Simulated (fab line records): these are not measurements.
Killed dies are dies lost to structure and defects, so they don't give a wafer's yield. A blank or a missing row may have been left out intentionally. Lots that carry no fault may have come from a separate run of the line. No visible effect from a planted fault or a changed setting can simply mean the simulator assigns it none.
fab line records | flow nandHarc
[record] lots = 13 wafers = 39 lastDay = 27
route steps=1159 shown P_BONDPAD@385 A_ONON_D1@426 END@1159
lots that met no fault: taken from a fault-free run of the same line
startH: the number of hours between the record's first day and the start of the first shown wafer of the lot | waitH: how many hours have passed since the lot's step before this one | " identical to the entry in the row above | L1.1+2: a single row standing in for several wafers | - no value, or no start was given | * or withheld: withheld | < > ~ a bound
route shown NAME@n: NAME is a module with steps in the file, n the number in the route of the first one | usual: mean and standard deviation over wafers with no fault | same: alike in all rows | chamber/n: place in a boat | sites: per-site readings | _std_site: the standard deviation of these | _edge_site: inner sites' mean taken away from outer sites' mean | radiusMm: how far each site lies from the wafer's centre | mask NAME#n: copy n | behind: tool/chamber where the wafer was last shaped | hold: the reason the lot was held/the length of the hold in hours/how it ended | device: whichever transistor did not switch (one of n, p or np) | end of line: tests run on the same wafers once the route is complete | a step given without rows: its recipe and nothing more | killed: dies that structure and defects cost at the first sort, which is not the same as the wafer's yield | map: a wafer's dies, marking killed ones x, the rest . and places with no die _
set.NAME: the setting that was run; set.NAME@STEP: the one run at that earlier step | model.NAME: the simulator's own value behind a step, which no gauge read
steps of the route over a sample of lots; a table a step, a row a wafer
services: when a tool's chamber went out of use (startH, in hours from the record's first day, below 0 if earlier), for how many hours, and the reason
[[steps]]
[step NHARC_P_BONDPAD_INSPECT_23]
[usual] rawDefectCount = 324/110
// columns lot.wafer tool chamber startH waitH rawDefectCount
L641.1 defectInspect-02 - 121.75 0.0 240
L641.5 " - " " 235
L641.6 " - " " 302
L642.2 defectInspect-02 - 143.84 0.0 250
L642.3 " - " " 683
L642.6 " - " " 309
L643.1 defectInspect-02 - 144.94 0.0 314
L643.3 " - " " 434
L643.4 " - " " 229
L644.1 defectInspect-01 - 147.27 0.0 199
L644.4 " - " " 248
L644.6 " - " " 178
L645.1 defectInspect-01 - 153.15 0.0 418
L645.4 " - " " 279
L645.5 " - " " 273
L646.4 defectInspect-01 - 160.33 0.0 164
L646.5 " - " " 274
L646.6 " - " " 198
L649.2 defectInspect-01 - 175.42 0.0 423
L649.4 " - " " 465
L649.6 " - " " 450
L656.2 defectInspect-02 - 236.22 0.0 335
L656.3 " - " " 223
L656.6 " - " " 337
L658.1 defectInspect-01 - 238.95 0.0 527
L658.3 " - " " 237
L658.4 " - " " 450
L659.2 defectInspect-01 - 239.57 0.0 232
L659.5 " - " " 409
L659.6 " - " " 280
L661.1 defectInspect-02 - 248.65 0.0 322
L661.5 " - " " 474
L661.6 " - " " 383
L662.1 defectInspect-02 - 258.37 0.0 644
L662.2 " - " " 358
L662.6 " - " " 413
L663.2 defectInspect-02 - 260.39 0.0 385
L663.5 " - " " 320
L663.6 " - " " 248
[step NHARC_P_BONDPAD_ACTIVATE_29]
[recipe] timeS = 60 n2FlowSccm = 200 arFlowSccm = 0 biasPowerW = 0 chemistry = N2
[usual] drypumpMotorCurrentA = 5.48/0.27 oesProductAu = 1.000/0.0069 rfVppV = 64.2/0.94 showerheadPlenumPTorr = 1.80/0.059
// columns lot.wafer tool chamber startH waitH drypumpMotorCurrentA oesProductAu rfHoursCounterH rfVppV showerheadPlenumPTorr
L641.1 rieDiel-08 2 121.83 0.1 5.93 0.996 14 64.8 1.90
L641.5 " 1 " " 5.15 1.010 - 65.0 1.81
L641.6 " 2 " " 5.90 1.007 - 65.0 1.90
L642.2 rieDiel-08 0 143.91 0.1 5.30 0.985 1 63.7 1.75
L642.3 " 1 " " 5.15 1.007 1 62.4 1.81
L642.6 " 0 " " 5.30 0.990 - 64.0 1.75
L643.3 rieDiel-08 2 145.03 0.1 5.91 1.002 1 63.8 1.90
L643.4 " 0 " " 5.30 0.997 1 63.9 1.75
L643.1 " 1 " " 5.14 1.013 1 64.1 1.81
L644.4 rieDiel-08 1 147.37 0.1 5.17 1.010 1 62.7 1.81
L644.1 " 2 " " 5.91 1.009 1 66.0 1.90
L644.6 " 3 " " 5.49 1.000 - 64.9 1.83
L645.1 rieDiel-08 0 153.21 0.1 5.31 0.997 2 65.5 1.75
L645.4 " 1 " " 5.16 1.008 2 64.5 1.81
L645.5 " 1 " " 5.15 0.999 - 64.7 1.81
L646.4 rieDiel-09 1 160.39 0.1 5.36 0.995 26 63.4 1.64
L646.5 " 1 " " 5.37 0.998 - 63.0 1.64
L646.6 " 2 " " 5.27 0.998 - 64.1 1.80
L649.2 rieDiel-08 2 175.48 0.1 5.92 0.994 4 64.7 1.89
L649.4 " 0 " " 5.31 0.989 4 63.4 1.75
L649.6 " 2 " " 5.92 0.988 - 63.8 1.89
L656.3 rieDiel-11 3 236.30 0.1 5.76 1.002 12 63.8 1.73
L656.2 " 0 " " 5.53 1.005 11 64.1 1.66
L656.6 " 2 " " 5.74 1.012 - 63.9 1.74
L658.1 rieDiel-08 3 239.01 0.1 5.50 0.986 10 65.3 1.83
L658.3 " 0 " " 5.27 0.994 10 65.0 1.75
L658.4 " 2 " " 5.91 0.990 11 65.3 1.89
L659.2 rieDiel-08 0 239.67 0.1 5.33 1.002 10 64.5 1.75
L659.6 " 1 " " 5.16 1.009 - 65.4 1.81
L659.5 " 2 " " 5.92 1.000 - 64.9 1.89
L661.1 rieDiel-08 1 248.74 0.1 5.17 1.003 11 64.8 1.81
L661.5 " 3 " " 5.48 1.004 - 65.6 1.83
L661.6 " 0 " " 5.30 1.003 - 63.2 1.75
L662.2 rieDiel-08 0 258.44 0.1 5.33 1.002 12 65.0 1.75
L662.1 " 2 " " 5.89 0.993 12 65.0 1.89
L662.6 " 0 " " 5.32 0.994 - 64.9 1.75
L663.2 rieDiel-08 3 260.49 0.1 5.49 0.994 12 65.3 1.83
L663.6 " 0 " " 5.30 0.998 - 64.4 1.75
L663.5 " 3 " " 5.50 1.000 - 64.5 1.83
[step NHARC_A_ONON_D1_DEP_03]
[recipe] targetThkA = 10000 n2FlowSccm = 2750 n2oFlowSccm = 2000 nh3FlowSccm = 500 sih4FlowSccm = 210 tempC = 400
[usual] susceptorTempC = 399.93/0.22
// columns lot.wafer tool chamber startH waitH susceptorTempC
L641.1 pecvdOnon-04 0 145.99 0.1 399.99
L641.5 " 0 " " 399.80
L641.6 " 0 " " 399.93
L643.1 pecvdOnon-03 0 168.48 0.1 399.75
L643.3 " 0 " " 399.36
L643.4 " 0 " " 399.78
L644.1 pecvdOnon-02 0 168.51 0.1 400.18
L644.4 " 0 " " 400.13
L644.6 " 0 " " 400.11
L642.2 pecvdOnon-04 0 168.54 0.1 399.94
L642.3 " 0 " " 399.90
L642.6 " 0 " " 400.00
L645.1 pecvdOnon-02 0 178.48 0.1 399.59
L645.4 " 0 " " 399.91
L645.5 " 0 " " 399.53
L646.4 pecvdOnon-04 0 185.26 0.2 400.07
L646.5 " 0 " " 400.17
L646.6 " 0 " " 399.93
L649.2 pecvdOnon-04 0 200.09 0.1 400.21
L649.4 " 0 " " 400.32
L649.6 " 0 " " 400.19
L656.2 pecvdOnon-03 0 258.14 0.1 400.00
L656.3 " 0 " " 399.24
L656.6 " 0 " " 399.52
L658.1 pecvdOnon-03 0 265.80 0.1 400.17
L658.3 " 0 " " 400.04
L658.4 " 0 " " 399.75
L659.2 pecvdOnon-04 0 265.90 0.1 399.93
L659.5 " 0 " " 400.04
L659.6 " 0 " " 400.01
L661.1 pecvdOnon-02 0 273.04 0.1 399.72
L661.5 " 0 " " 399.86
L661.6 " 0 " " 399.79
L662.1 pecvdOnon-02 0 282.40 0.1 400.03
L662.2 " 0 " " 400.14
L662.6 " 0 " " 400.01
L663.2 pecvdOnon-04 0 282.48 0.1 399.70
L663.5 " 0 " " 399.68
L663.6 " 0 " " 400.00
[step NHARC_A_ONON_D1_THK_MEAS_05]
[recipe] thkMeasGauge = ellipsometry
[usual] thkNm = 999/10
// columns lot.wafer tool chamber startH waitH thkNm
L641.1 filmMetro-01 - 146.50 - 995
L641.5 " - " " 996
L641.6 " - " " 993
L643.1 filmMetro-01 - 168.99 - 1014
L643.3 " - " " 1016
L643.4 " - " " 1016
L642.2 filmMetro-02 - 168.99 - 1005
L642.3 " - " " 1004
L642.6 " - " " 1004
L644.1 filmMetro-01 - 169.05 - 984
L644.4 " - " " 986
L644.6 " - " " 985
L645.1 filmMetro-01 - 178.98 - 1002
L645.4 " - " " 999
L645.5 " - " " 1002
L646.4 filmMetro-02 - 185.60 - 987
L646.5 " - " " 986
L646.6 " - " " 987
L649.2 filmMetro-02 - 200.55 - 1012
L649.4 " - " " 1011
L649.6 " - " " 1012
L656.2 filmMetro-01 - 258.60 - 993
L656.3 " - " " 649
L656.6 " - " " 649
L658.1 filmMetro-02 - 266.31 - 1016
L658.3 " - " " 670
L658.4 " - " " 1015
L659.2 filmMetro-01 - 266.35 - 993
L659.5 " - " " 992
L659.6 " - " " 992
L661.1 filmMetro-02 - 273.55 - 999
L661.5 " - " " 1000
L661.6 " - " " 998
L663.2 filmMetro-01 - 282.93 - 983
L663.5 " - " " 984
L663.6 " - " " 983
L662.1 filmMetro-02 - 282.94 - 996
L662.2 " - " " 998
L662.6 " - " " 998
[step NHARC_END_SORT_01]
[recipe] tempC = 25
[usual] killedAtArray = 28/11 killedAtOther = 0.9/1.2 killedAtPeriphery = 2.6/2.1 killedDies = 31/11 killedOpen = 3.1/1.7 killedShort = 1.9/1.3
[same] grossDies = 677
// columns lot.wafer tool chamber startH waitH killedAtArray killedAtOther killedAtPeriphery killedDies killedOpen killedShort
L656.2 prober-02 0 599.20 2.8 23 3 0 26 2 0
L656.3 prober-02 0 600.00 3.1 671 4 2 677 5 1
L656.6 prober-02 0 602.37 4.0 674 3 0 677 3 0
L658.1 prober-02 0 606.09 2.4 38 0 4 42 3 3
L658.3 prober-02 0 607.69 3.1 676 0 1 677 0 2
L658.4 prober-02 0 608.49 3.4 38 0 2 40 4 1
// killed by level:class
L656.2 A_SLIT:chamberFilmFlake=12 A_CHANNEL_HOLE_D1:chamberFilmFlake=5 A_CONTACT:chamberFilmFlake=3 THIN_TSV:chamberFilmFlake=3 A_ONON_D1:geometricParticle:open=1 A_M0:geometricParticle:open=1 A_STAIRCASE:chamberFilmFlake=1
L656.3 A_ONON_D1:areaDep=657 A_SLIT:chamberFilmFlake=6 THIN_TSV:chamberFilmFlake=4 A_WL_FILL:geometricParticle:open=2 A_STAIRCASE:chamberFilmFlake=2 P_GATE:geometricParticle:open=1 A_CHANNEL_FILL_D1:geometricParticle:short=1 A_CHANNEL_FILL_D1:geometricParticle:open=1
L656.6 A_ONON_D1:areaDep=644 A_SLIT:chamberFilmFlake=12 A_CHANNEL_HOLE_D1:chamberFilmFlake=7 A_CONTACT:chamberFilmFlake=6 THIN_TSV:chamberFilmFlake=3 A_BLC:geometricParticle:open=2 A_STAIRCASE:chamberFilmFlake=2 A_CONTACT:geometricParticle:open=1
L658.1 A_CHANNEL_HOLE_D1:chamberFilmFlake=18 A_SLIT:chamberFilmFlake=11 A_CONTACT:chamberFilmFlake=4 P_M2:chamberFilmFlake=2 P_CONTACT:geometricParticle:short=1 P_M0:geometricParticle:open=1 A_SOURCE_PLATE:geometricParticle:short=1 A_WL_FILL:geometricParticle:short=1
L658.3 A_ONON_D1:areaDep=635 A_CHANNEL_HOLE_D1:chamberFilmFlake=22 A_SLIT:chamberFilmFlake=12 A_CONTACT:chamberFilmFlake=3 A_STAIRCASE:chamberFilmFlake=2 A_SOURCE_PLATE:geometricParticle:short=1 A_CHANNEL_FILL_D1:geometricParticle:short=1 P_ZERO_WELL:chamberFilmFlake=1
L658.4 A_CHANNEL_HOLE_D1:chamberFilmFlake=19 A_SLIT:chamberFilmFlake=9 A_CONTACT:chamberFilmFlake=3 A_STAIRCASE:chamberFilmFlake=2 P_M0:geometricParticle:open=1 A_ONON_D1:geometricParticle:open=1 A_SGD_CUT:geometricParticle:open=1 A_M0:geometricParticle:open=1
[[services]]
// columns tool chamber startH hours kind
rieDiel-08 0 103.92 - clean
rieDiel-08 1 103.92 - clean
rieDiel-08 2 103.92 - clean
rieDiel-08 3 103.92 - clean
pecvdOnon-02 - 111.07 13.0 pm
rieDiel-08 - 124.84 9.0 pm
rieDiel-08 0 124.84 9.0 ventCycle
rieDiel-08 1 124.84 9.0 ventCycle
rieDiel-08 2 124.84 9.0 ventCycle
rieDiel-08 3 124.84 9.0 ventCycle
rieDiel-08 0 133.84 - clean
rieDiel-08 1 133.84 - clean
rieDiel-08 2 133.84 - clean
rieDiel-08 3 133.84 - clean
rieDiel-11 0 136.05 3.2 repair
rieDiel-09 1 136.78 2.4 repair
pecvdOnon-03 - 153.00 13.0 pm
rieDiel-08 0 158.37 - clean
rieDiel-08 - 159.65 0.1 repair
rieDiel-11 - 189.65 9.0 pm
pecvdOnon-04 - 237.00 13.0 pm
rieDiel-11 1 241.89 9.1 repair
rieDiel-09 - 254.15 9.0 pm
rieDiel-08 2 258.79 7.1 repair
[[key]]
[firstSign] step = NHARC_A_ONON_D1_THK_MEAS_05 reading = thkNm direction = down sigmas = 34 usual = 999 struck = 656
[effect] step = NHARC_END_SORT_01 reading = killedAtArray direction = up sigmas = 60 usual = 28 struck = 674
[moreKillsBornAt] NHARC_A_ONON_D1_DEP_03@pecvdOnon-03 = 1936
metAt NHARC_A_ONON_D1_DEP_03
struckLots L656,L658
struckWafers L656.3,L656.6,L658.3
laterRowsLeftOut L656.3,L656.6,L658.3
testerLeftOut L656,L658
notActingAt NHARC_P_BONDPAD_INSPECT_23,NHARC_P_BONDPAD_ACTIVATE_29
onsetBetween 168.48 258.14
[fault] kind = processParameterDrift tool = pecvdOnon-03 chamber = - onsetH = 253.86 steps = NHARC_A_ONON_D1_DEP_03 channel = targetThkA offset = * shape = step endH = 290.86 scope = struckWafersOnly actsIn = * stated = *
// testerLeftOut: of these lots the tester's yield and bins aren't shown, on N5 and GAA mostly nor the transistor test; their killed dies are dies lost to structure and defects alone, not to doping, threshold or leakage, so they don't give the yield
// laterRowsLeftOut: the simulator's readings of these wafers behind a module that went badly wrong aren't trusted and aren't shown, but for the sort
